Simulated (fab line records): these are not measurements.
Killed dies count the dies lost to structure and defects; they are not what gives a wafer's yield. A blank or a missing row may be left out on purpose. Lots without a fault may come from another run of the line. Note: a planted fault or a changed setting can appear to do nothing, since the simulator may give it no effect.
Chamber matching | flow nandHarc | NHARC_A_STAIRCASE_DESCUM_186 on rieDiel-06 has 4 sister chambers
The step chemistry O2, time 3 s. 4 wafers are shown with their chamber, then 9 later ones without.

WAFERS PAIRED WITH THEIR CHAMBERS
wafer  | chamber | drypumpMotorCurrentA (A)
L086.1 | 2       | 5.4
L090.2 | 3       | 5.9
L090.3 | 0       | 5.0
L090.6 | 1       | 5.3

WAFERS MISSING THEIR CHAMBER
wafer  | drypumpMotorCurrentA (A)
L091.1 | 5.9
L091.2 | 5.2
L091.3 | 5.4
L096.2 | 5.2
L096.3 | 5.9
L096.4 | 5.4
L095.3 | 5.4
L095.5 | 5.2
L095.6 | 5.4

WHICH CHAMBER EACH ONE RAN IN
wafer  | from the rows above          | in truth
L091.1 | 3                            | 3
L091.2 | can't be placed: 1 or 0 or 2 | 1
L091.3 | can't be placed: 2 or 1      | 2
L096.2 | can't be placed: 1 or 0 or 2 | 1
L096.3 | 3                            | 3
L096.4 | can't be placed: 2 or 1      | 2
L095.3 | can't be placed: 2 or 1      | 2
L095.5 | can't be placed: 1 or 0 or 2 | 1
L095.6 | can't be placed: 2 or 1      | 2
2 of 9 placed correctly. These rows do not allow placing 7 (true chamber among the candidates in 7). Number placed wrongly: 0.
How it was worked out, from the rows above alone: a wafer's distance from a chamber is the root of the sum, over the readings, of the square of ((its reading less the chamber's mean) divided by the reading's scatter). If the next closest chamber is less than 2 further off than the closest, the wafer can't be placed; otherwise it belongs to the closest. A chamber's mean is the mean of its shown wafers. The scatter (one wafer shown for each chamber): square how far every hidden wafer sits from the nearest shown wafer, average those squares and take the square root.
